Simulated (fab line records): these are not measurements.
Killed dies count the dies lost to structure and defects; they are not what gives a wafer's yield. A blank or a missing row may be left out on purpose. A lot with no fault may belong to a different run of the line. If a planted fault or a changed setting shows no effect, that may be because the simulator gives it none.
Comparing a struck lot with a sound one || flow nand_harc || 13 out of 1159 route steps
Sound: the wafers L944.2, L944.5, L944.6. Wafers L932.2, L932.5, L932.6 were the ones struck. At the end, the cause is stated.
Per side, at each step with rows, come the tool, then ch with its chambers, and then its first start. Under that, the readings that differ: sound wafers || struck wafers || difference of the means || sigmas: that difference in standard deviations of wafers without a fault.
alike: readings with means less than 2 such deviations apart, plus words and numbers identical on both sides. not compared: withheld readings, readings lacking a value on some wafer, bounds such as >300 that could conceal the same value, and numbers that have no deviation in the record and whose values overlap.
A row with sigmas, a row that says differs or no value, or rows on one side alone: a step with any of these is where the two part. Numbers that have no deviation but don't overlap get no sigmas and don't part them. Lack of a reading on every wafer of one side parts them only where that side has two or more wafers.

NHARC_P_M0_INSPECT_27:
  sound on defect_inspect-01, day 10 10:28; struck on defect_inspect-02, day 7 00:59
  alike: raw_defect_count
NHARC_P_M0_PRE_CLEAN_31: time 12 s.
  sound on pecvd-02 ch 0,1,2, day 10 10:34; struck on pecvd-04 ch 0,2, day 7 01:04
  alike: heater_power_w
  not compared: since_wet_clean_h
NHARC_P_M0_DEP_32: deposits SiCN, target thk 30 nm.
  sound on pecvd-02 ch 0,1,2, day 10 10:42; struck on pecvd-04 ch 0,2, day 7 01:10
  alike: heater_power_w
  not compared: since_wet_clean_h
then, 8 steps without rows for these wafers: NHARC_P_M1_DEP_00 (deposits SiOC, target thk 182.5 nm); NHARC_P_M1_DEHYDRATE_01 (time 120 s); NHARC_P_M1_HMDS_02 (time 30 s); NHARC_P_M1_COAT_34 (time 65 s); NHARC_P_M1_COAT_03 (resist thk 90 nm); NHARC_P_M1_SOFTBAKE_04 (time 55 s); NHARC_P_M1_EBR_05; NHARC_P_M1_EXPOSE_06 (exposes mask P M1, target cd 130 nm).
NHARC_P_M1_PEB_07: peb time 65 s.
  struck on litho_track-06, day 7 02:10; sound on litho_track-01 ch 0, day 10 11:38
  no value came back on the struck wafers for chill_plate_temp_C (C), exhaust_pa (Pa), heater_power_total_W (W); on the sound wafers chill_plate_temp_C (C) reads 23.02 22.85 23.03
then, 1 step without rows for these wafers: NHARC_P_M1_DEVELOP_08 (develop time 35 s).

WHERE THEY PART
Within this record, at NHARC_P_M1_PEB_07 only.

WHY: the cause the simulator had injected
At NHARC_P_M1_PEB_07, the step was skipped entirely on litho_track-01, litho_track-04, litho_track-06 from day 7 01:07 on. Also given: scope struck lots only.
